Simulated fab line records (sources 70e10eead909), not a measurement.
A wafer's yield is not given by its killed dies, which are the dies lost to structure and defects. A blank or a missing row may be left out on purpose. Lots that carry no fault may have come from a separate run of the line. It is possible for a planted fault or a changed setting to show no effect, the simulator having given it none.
fab line records    flow nand_harc
[record] lots = 12  wafers = 36  last_day = 33
route steps=1302 shown A_START@389 A_ZERO_WELL@403 A_ONON_D1@440 END@1302
lots that met no fault: from a run of the same line without faults
start_h: hours from the record's first day to the start of the lot's first wafer shown    wait_h: time in hours since the lot's previous step    " identical to the entry in the row above    L1.1+2: one row covering several wafers at once    - no value present, or no start provided    * or withheld: withheld    < > ~ a bound
route shown NAME@n: names a module that has steps shown in the file, with the first one's number in the route    usual: mean/standard deviation taken from wafers without a fault    same: alike in all rows    chamber/n: place in a boat    sites: readings site by site    _std_site: their standard deviation    _edge_site: mean of outer sites minus mean of inner sites    radius_mm: for every site, how far away it sits from the centre of the wafer    mask NAME#n: copy n    behind: the most recent tool/chamber to have shaped the wafer    hold: reason for holding the lot/hours on hold/outcome of the hold    device: which transistor (n, p or np) failed to switch    end of line: tests of these same wafers at the route's end    a step given without rows: its recipe and nothing more    killed: dies that structure and defects cost at the first sort, which is not the same as the wafer's yield    map: per-die view of a wafer (x killed, . not killed, _ where there is no die)
set.NAME: the setting as run; set.NAME@STEP: as run at that earlier step    model.NAME: the simulator's own value behind a step, which no gauge read
steps of the route over a sample of lots; a table a step, a row a wafer
services: from which hour (start_h, from the record's first day; less than 0 if before it) a tool's chamber was out of use, for how many hours, and why
[[steps]]
[step NHARC_A_START_INSPECT_01]
[usual] raw_defect_count = 3.3/1.6
lot.wafer  tool               chamber  start_h  wait_h  raw_defect_count
L533.2     defect_inspect-01  -        169.59   -       5
L533.5     "                  -        "        "       3
L533.6     "                  -        "        "       4
L534.1     defect_inspect-02  -        177.29   -       2
L534.2     "                  -        "        "       3
L534.3     "                  -        "        "       3
L535.1     defect_inspect-01  -        192.22   -       4
L535.4     "                  -        "        "       4
L535.6     "                  -        "        "       1
L536.1     defect_inspect-02  -        193.11   -       2
L536.4     "                  -        "        "       5
L536.6     "                  -        "        "       3
L539.3     defect_inspect-02  -        230.09   -       3
L539.4     "                  -        "        "       4
L539.5     "                  -        "        "       3
L541.1     defect_inspect-02  -        246.01   -       1
L541.2     "                  -        "        "       1
L541.6     "                  -        "        "       1
L542.1     defect_inspect-02  -        254.60   -       4
L542.2     "                  -        "        "       2
L542.5     "                  -        "        "       5
L547.2     defect_inspect-02  -        309.83   -       5
L547.5     "                  -        "        "       3
L547.6     "                  -        "        "       3
L549.3     defect_inspect-02  -        331.41   -       7
L549.4     "                  -        "        "       4
L549.5     "                  -        "        "       5
L550.1     defect_inspect-01  -        337.05   -       1
L550.5     "                  -        "        "       5
L550.6     "                  -        "        "       2
L551.1     defect_inspect-01  -        348.80   -       3
L551.2     "                  -        "        "       8
L551.3     "                  -        "        "       4
L552.3     defect_inspect-01  -        356.15   -       5
L552.4     "                  -        "        "       7
L552.6     "                  -        "        "       6
[step NHARC_A_ZERO_WELL_DESCUM_12]
[recipe] time_s = 3  o2_flow_sccm = 200  ar_flow_sccm = 0  bias_power_w = 0  chemistry = O2
[usual] drypump_motor_current_A = 5.5/0.55  mfc_ar_sccm = 0.007/0.0096  oes_product_au = 1.001/0.012  rf_vpp_V = 57.6/0.98  showerhead_plenum_p_Torr = 1.91/0.068  throttle_valve_pct = 11.312/0.0086
lot.wafer  tool         chamber  start_h  wait_h  drypump_motor_current_A  mfc_ar_sccm  oes_product_au  rf_hours_counter_h  rf_vpp_V  showerhead_plenum_p_Torr  throttle_valve_pct
L533.2     rie_diel-12  3        170.60   -       5.1                      0.020        0.980           1                   58.8      2.00                      11.321
L533.6     "            3        "        "       5.1                      0.020        0.981           -                   59.6      2.00                      11.311
L533.5     "            0        "        "       4.8                      0.000        0.995           -                   57.6      1.81                      11.324
L534.1     rie_diel-12  3        178.29   -       5.1                      0.020        0.985           2                   57.1      2.00                      11.309
L534.3     "            0        "        "       4.8                      0.000        1.002           2                   56.3      1.81                      11.309
L534.2     "            1        "        "       5.7                      0            1.016           2                   56.5      1.93                      11.320
L535.1     rie_diel-12  1        193.09   -       5.7                      0            1.019           2                   58.2      1.93                      11.316
L535.4     "            2        "        "       6.1                      0            0.994           2                   58.2      1.95                      11.299
L535.6     "            1        "        "       5.7                      0            1.017           -                   58.3      1.93                      11.300
L536.4     rie_diel-02  2        194.13   -       5.2                      0            0.989           25                  55.9      1.78                      11.314
L536.1     "            3        "        "       6.5                      0.024        1.007           20                  56.4      1.90                      11.324
L536.6     "            1        "        "       5.8                      0            1.006           -                   57.3      1.92                      11.326
L539.4     rie_diel-02  1        231.09   -       5.8                      0            1.004           0                   58.7      1.91                      11.296
L539.3     "            2        "        "       5.2                      0            0.986           0                   57.2      1.78                      11.302
L539.5     "            0        "        "       4.8                      0.018        1.010           -                   57.6      1.94                      11.308
L541.1     rie_diel-12  1        246.88   -       5.7                      0            1.023           3                   58.9      1.93                      11.301
L541.2     "            0        "        "       4.8                      0.000        1.006           3                   57.7      1.81                      11.326
L541.6     "            1        "        "       5.7                      0            1.025           -                   57.2      1.93                      11.318
L542.1     rie_diel-12  2        255.59   -       6.1                      0            0.985           3                   58.8      1.95                      11.317
L542.2     "            3        "        "       5.1                      0.020        0.995           3                   58.3      2.00                      11.319
L542.5     "            2        "        "       6.1                      0            0.995           -                   57.5      1.95                      11.303
L547.2     rie_diel-12  0        310.85   -       4.8                      0.000        0.994           1                   57.9      1.81                      11.317
L547.6     "            1        "        "       5.7                      0            1.003           -                   58.9      1.93                      11.308
L547.5     "            2        "        "       6.1                      0            0.990           -                   56.4      1.95                      11.309
L549.4     rie_diel-12  2        332.41   -       6.1                      0            0.981           2                   57.5      1.95                      11.310
L549.3     "            0        "        "       4.8                      0.000        0.993           2                   56.8      1.81                      11.319
L549.5     "            1        "        "       5.7                      0            1.007           -                   57.2      1.93                      11.299
L550.1     rie_diel-12  3        338.04   -       5.1                      0.020        1.010           2                   57.7      1.99                      11.328
L550.5     "            3        "        "       5.1                      0.020        1.014           -                   58.0      1.99                      11.307
L550.6     "            0        "        "       4.8                      0.000        1.000           -                   58.1      1.81                      11.307
L551.3     rie_diel-12  2        349.80   -       6.1                      0            0.989           2                   56.9      1.95                      11.312
L551.1     "            3        "        "       5.1                      0.020        1.000           2                   57.9      1.99                      11.315
L551.2     "            1        "        "       5.7                      0            0.996           2                   58.1      1.93                      11.311
L552.4     rie_diel-12  0        357.02   -       4.8                      0.000        1.008           2                   57.1      1.81                      11.309
L552.3     "            1        "        "       5.7                      0            1.020           3                   57.7      1.93                      11.313
L552.6     "            3        "        "       5.1                      0.020        1.016           -                   59.0      1.99                      11.302
[step NHARC_A_ONON_D1_DEP_22]
[recipe] target_thk_a = 10000  n2_flow_sccm = 2750  n2o_flow_sccm = 2000  nh3_flow_sccm = 500  sih4_flow_sccm = 210  temp_c = 400
[usual] nh3_flow_sccm = 500.3/1.5  sih4_flow_sccm = 210.0/0.59
lot.wafer  tool           chamber  start_h  wait_h  nh3_flow_sccm  sih4_flow_sccm
L533.2     pecvd_onon-04  0        203.61   0.1     498.4          210.7
L533.5     "              0        "        "       499.3          210.6
L533.6     "              0        "        "       500.7          210.1
L534.1     pecvd_onon-02  0        211.76   0.1     502.8          209.6
L534.2     "              0        "        "       501.6          209.8
L534.3     "              0        "        "       500.4          209.5
L536.1     pecvd_onon-02  0        227.01   0.1     499.1          210.2
L536.4     "              0        "        "       496.9          210.6
L536.6     "              0        "        "       498.9          209.8
L535.1     pecvd_onon-04  0        227.02   0.1     500.4          209.9
L535.4     "              0        "        "       501.5          210.2
L535.6     "              0        "        "       501.3          210.0
L539.3     pecvd_onon-02  0        267.84   0.2     499.8          209.3
L539.4     "              0        "        "       499.1          210.5
L539.5     "              0        "        "       502.3          210.6
L541.1     pecvd_onon-02  0        279.66   0.1     498.4          210.0
L541.2     "              0        "        "       498.6          210.9
L541.6     "              0        "        "       501.3          210.0
L542.1     pecvd_onon-02  0        294.71   0.1     501.2          208.5
L542.2     "              0        "        "       502.2          208.5
L542.5     "              0        "        "       502.7          210.1
L547.2     pecvd_onon-01  0        345.64   0.1     498.3          209.6
L547.5     "              0        "        "       500.0          210.9
L547.6     "              0        "        "       498.6          209.8
L549.3     pecvd_onon-04  0        366.66   0.2     499.2          210.4
L549.4     "              0        "        "       501.9          209.0
L549.5     "              0        "        "       501.5          209.5
L550.1     pecvd_onon-01  0        374.16   0.1     499.6          209.1
L550.5     "              0        "        "       499.4          209.8
L550.6     "              0        "        "       498.8          209.3
L551.1     pecvd_onon-04  0        382.82   0.1     501.3          210.6
L551.2     "              0        "        "       502.2          211.2
L551.3     "              0        "        "       499.1          211.2
L552.3     pecvd_onon-01  0        392.93   0.2     500.2          209.5
L552.4     "              0        "        "       499.0          210.1
L552.6     "              0        "        "       498.9          210.3
[step NHARC_A_ONON_D1_THK_MEAS_24]
[recipe] thk_meas_gauge = ellipsometry
[usual] thk_nm = 1004/8.8
lot.wafer  tool           chamber  start_h  wait_h  thk_nm
L533.2     film_metro-01  -        204.06   -       990
L533.5     "              -        "        "       991
L533.6     "              -        "        "       989
L534.1     film_metro-02  -        212.27   -       1007
L534.2     "              -        "        "       1006
L534.3     "              -        "        "       1006
L536.1     film_metro-01  -        227.52   -       986
L536.4     "              -        "        "       985
L536.6     "              -        "        "       986
L535.1     film_metro-02  -        227.53   -       1022
L535.4     "              -        "        "       1022
L535.6     "              -        "        "       1020
L539.3     film_metro-01  -        268.24   -       705
L539.4     "              -        "        "       707
L539.5     "              -        "        "       705
L541.1     film_metro-02  -        280.17   -       708
L541.2     "              -        "        "       706
L541.6     "              -        "        "       708
L542.1     film_metro-01  -        295.22   -       717
L542.2     "              -        "        "       718
L542.5     "              -        "        "       718
L547.2     film_metro-02  -        346.09   -       999
L547.5     "              -        "        "       1000
L547.6     "              -        "        "       1002
L549.3     film_metro-02  -        367.05   -       998
L549.4     "              -        "        "       1000
L549.5     "              -        "        "       998
L550.1     film_metro-01  -        374.67   -       1005
L550.5     "              -        "        "       1008
L550.6     "              -        "        "       1006
L551.1     film_metro-01  -        383.33   -       1003
L551.2     "              -        "        "       1000
L551.3     "              -        "        "       1001
L552.3     film_metro-02  -        393.33   -       1013
L552.4     "              -        "        "       1012
L552.6     "              -        "        "       1015
[step NHARC_A_ONON_D1_INSPECT_32]
[usual] raw_defect_count = 71/26
lot.wafer  tool               chamber  start_h  wait_h  raw_defect_count
L533.2     defect_inspect-01  -        205.73   0.0     59
L533.5     "                  -        "        "       32
L533.6     "                  -        "        "       55
L534.1     defect_inspect-02  -        213.95   0.0     51
L534.2     "                  -        "        "       48
L534.3     "                  -        "        "       46
L536.1     defect_inspect-01  -        229.17   0.0     119
L536.4     "                  -        "        "       91
L536.6     "                  -        "        "       96
L535.1     defect_inspect-02  -        229.47   0.0     51
L535.4     "                  -        "        "       88
L535.6     "                  -        "        "       46
L539.3     defect_inspect-02  -        269.92   0.0     70
L539.4     "                  -        "        "       39
L539.5     "                  -        "        "       50
L541.1     defect_inspect-01  -        281.87   0.0     49
L541.2     "                  -        "        "       49
L541.6     "                  -        "        "       21
L542.1     defect_inspect-01  -        297.04   0.0     65
L542.2     "                  -        "        "       32
L542.5     "                  -        "        "       81
L547.2     defect_inspect-01  -        347.81   0.0     42
L547.5     "                  -        "        "       52
L547.6     "                  -        "        "       49
L549.3     defect_inspect-01  -        368.72   0.0     81
L549.4     "                  -        "        "       83
L549.5     "                  -        "        "       78
L550.1     defect_inspect-02  -        376.47   0.0     89
L550.5     "                  -        "        "       57
L550.6     "                  -        "        "       122
L551.1     defect_inspect-02  -        385.00   0.0     34
L551.2     "                  -        "        "       50
L551.3     "                  -        "        "       37
L552.3     defect_inspect-01  -        395.08   0.0     74
L552.4     "                  -        "        "       82
L552.6     "                  -        "        "       118
[step NHARC_END_SORT_01]
[recipe] temp_c = 25
[usual] killed_at_array = 56/20  killed_at_other = 0.9/1.1  killed_at_periphery = 3.7/3  killed_dies = 61/21  killed_open = 2.9/1.6  killed_short = 2.6/1.4
[same] gross_dies = 677
lot.wafer  tool       chamber  start_h  wait_h  killed_at_array  killed_at_other  killed_at_periphery  killed_dies  killed_open  killed_short
L539.3     prober-01  0        663.45   3.1     669              1                7                    677          6            4
L539.4     prober-01  0        664.24   3.4     665              4                8                    677          4            3
L539.5     prober-01  0        665.03   3.7     670              3                4                    677          2            3
L541.1     prober-01  0        669.60   2.5     665              1                11                   677          3            2
L541.2     prober-01  0        670.40   2.8     662              2                13                   677          3            5
L541.6     prober-01  0        673.60   4.0     668              1                8                    677          3            2
L542.1     prober-02  0        678.69   2.6     674              1                2                    677          2            1
L542.2     prober-02  0        679.49   2.9     674              1                2                    677          3            2
L542.5     prober-02  0        681.91   3.7     674              1                2                    677          4            3
// killed by level:class
L539.3 A_ONON_D1:area_dep=628 A_CHANNEL_HOLE_D2:chamber_film_flake=19 A_CHANNEL_HOLE_D1:chamber_film_flake=7 P_M0:chamber_film_flake=4 A_CONTACT:chamber_film_flake=4 A_STAIRCASE:chamber_film_flake=3 P_CONTACT:geometric_particle:open=1 P_CONTACT:geometric_particle:short=1
L539.4 A_ONON_D1:area_dep=622 A_CHANNEL_HOLE_D2:chamber_film_flake=21 A_ZERO_WELL:chamber_film_flake=6 A_CHANNEL_HOLE_D1:chamber_film_flake=5 P_GATE:chamber_film_flake=3 P_M0:chamber_film_flake=3 A_CONTACT:chamber_film_flake=3 THIN_TSV:chamber_film_flake=3
L539.5 A_ONON_D1:area_dep=635 A_CHANNEL_HOLE_D2:chamber_film_flake=14 A_CHANNEL_HOLE_D1:chamber_film_flake=7 A_CONTACT:chamber_film_flake=4 P_M0:chamber_film_flake=3 THIN_TSV:chamber_film_flake=3 A_STAIRCASE:chamber_film_flake=2 A_WL_FILL:chamber_film_flake=2
L541.1 A_ONON_D1:area_dep=583 A_CHANNEL_HOLE_D1:chamber_film_flake=31 A_SLIT:chamber_film_flake=28 A_CHANNEL_HOLE_D2:chamber_film_flake=10 P_STI:chamber_film_flake=4 P_GATE:chamber_film_flake=4 A_CHANNEL_FILL_D1:geometric_particle:short=2 P_M0:chamber_film_flake=2
L541.2 A_ONON_D1:area_dep=597 A_SLIT:chamber_film_flake=25 A_CHANNEL_HOLE_D1:chamber_film_flake=16 A_CHANNEL_HOLE_D2:chamber_film_flake=10 P_GATE:chamber_film_flake=5 P_M0:chamber_film_flake=4 A_BONDPAD:chamber_film_flake=4 P_STI:chamber_film_flake=3
L541.6 A_ONON_D1:area_dep=576 A_CHANNEL_HOLE_D1:chamber_film_flake=36 A_SLIT:chamber_film_flake=32 A_CHANNEL_HOLE_D2:chamber_film_flake=13 P_M0:chamber_film_flake=5 A_CONTACT:chamber_film_flake=4 P_STI:chamber_film_flake=2 A_WL_FILL:chamber_film_flake=2
L542.1 A_ONON_D1:area_dep=625 A_CHANNEL_HOLE_D1:chamber_film_flake=34 A_CHANNEL_FILL_D1:chamber_film_flake=5 A_CHANNEL_FILL_D2:chamber_film_flake=2 A_STAIRCASE:chamber_film_flake=2 A_SOURCE_PLATE:geometric_particle:open=1 A_ONON_D1:geometric_particle:open=1 A_CHANNEL_FILL_D2:geometric_particle:short=1
L542.2 A_ONON_D1:area_dep=637 A_CHANNEL_HOLE_D1:chamber_film_flake=22 A_STAIRCASE:chamber_film_flake=4 A_SLIT:chamber_film_flake=4 A_CHANNEL_HOLE_D1:geometric_particle:short=1 A_CHANNEL_FILL_D1:geometric_particle:short=1 A_WL_FILL:geometric_particle:open=1 A_M0:geometric_particle:open=1
L542.5 A_ONON_D1:area_dep=625 A_CHANNEL_HOLE_D1:chamber_film_flake=35 A_CONTACT:geometric_particle:open=2 A_SLIT:chamber_film_flake=2 A_CHANNEL_FILL_D1:chamber_film_flake=2 A_ONON_D1:geometric_particle:short=1 A_WL_FILL:geometric_particle:short=1 A_BLC:geometric_particle:open=1
[[services]]
tool           chamber  start_h  hours  kind
rie_diel-12    0        149.40   -      clean
rie_diel-12    1        149.40   -      clean
rie_diel-12    2        149.40   -      clean
rie_diel-12    3        149.40   -      clean
rie_diel-12    3        158.13   2.6    repair
rie_diel-12    0        173.90   -      clean
rie_diel-12    1        173.90   -      clean
rie_diel-12    2        173.90   -      clean
rie_diel-12    3        173.90   -      clean
rie_diel-12    0        179.31   9.6    repair
pecvd_onon-02  -        185.00   13.0   pm
rie_diel-12    0        198.40   -      clean
rie_diel-12    1        198.40   -      clean
rie_diel-12    2        198.40   -      clean
rie_diel-12    3        198.40   -      clean
rie_diel-02    -        216.71   9.0    pm
rie_diel-12    -        268.40   9.0    pm
pecvd_onon-01  -        269.00   13.0   pm
rie_diel-02    1        271.40   3.1    repair
pecvd_onon-04  -        311.00   13.0   pm
rie_diel-02    1        317.81   2.1    repair
rie_diel-02    -        365.63   4.0    repair
pecvd_onon-02  -        366.32   13.0   pm
rie_diel-02    1        382.41   2.6    repair
[[key]]
[first_sign] step = NHARC_A_ONON_D1_THK_MEAS_24  reading = thk_nm  direction = down  sigmas = 33  usual = 1004  struck = 710
[effect] step = NHARC_END_SORT_01  reading = killed_dies  direction = up  sigmas = 30  usual = 61  struck = 677
[more_kills_born_at] NHARC_A_ONON_D1_DEP_22@pecvd_onon-02 = 5528
met_at NHARC_A_ONON_D1_DEP_22
struck_lots L539,L541,L542
later_rows_left_out L539.3,L539.4,L539.5,L541.1,L541.2,L541.6,L542.1,L542.2,L542.5
tester_left_out L539,L541,L542
not_acting_at NHARC_A_START_INSPECT_01,NHARC_A_ZERO_WELL_DESCUM_12,NHARC_A_ONON_D1_INSPECT_32
onset_between 227.01 267.84
[fault] kind = process_parameter_drift  tool = pecvd_onon-02  chamber = -  onset_h = 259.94  steps = NHARC_A_ONON_D1_DEP_22  channel = target_thk_a  offset = *  shape = step  end_h = 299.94  acts_in = *  stated = *
// tester_left_out: of these lots the tester's yield and bins aren't shown, on N5 and GAA mostly nor the transistor test; their killed dies are dies lost to structure and defects alone, not to doping, threshold or leakage, so they don't give the yield
// later_rows_left_out: the simulator's readings of these wafers behind a module that went badly wrong aren't trusted and aren't shown, but for the sort
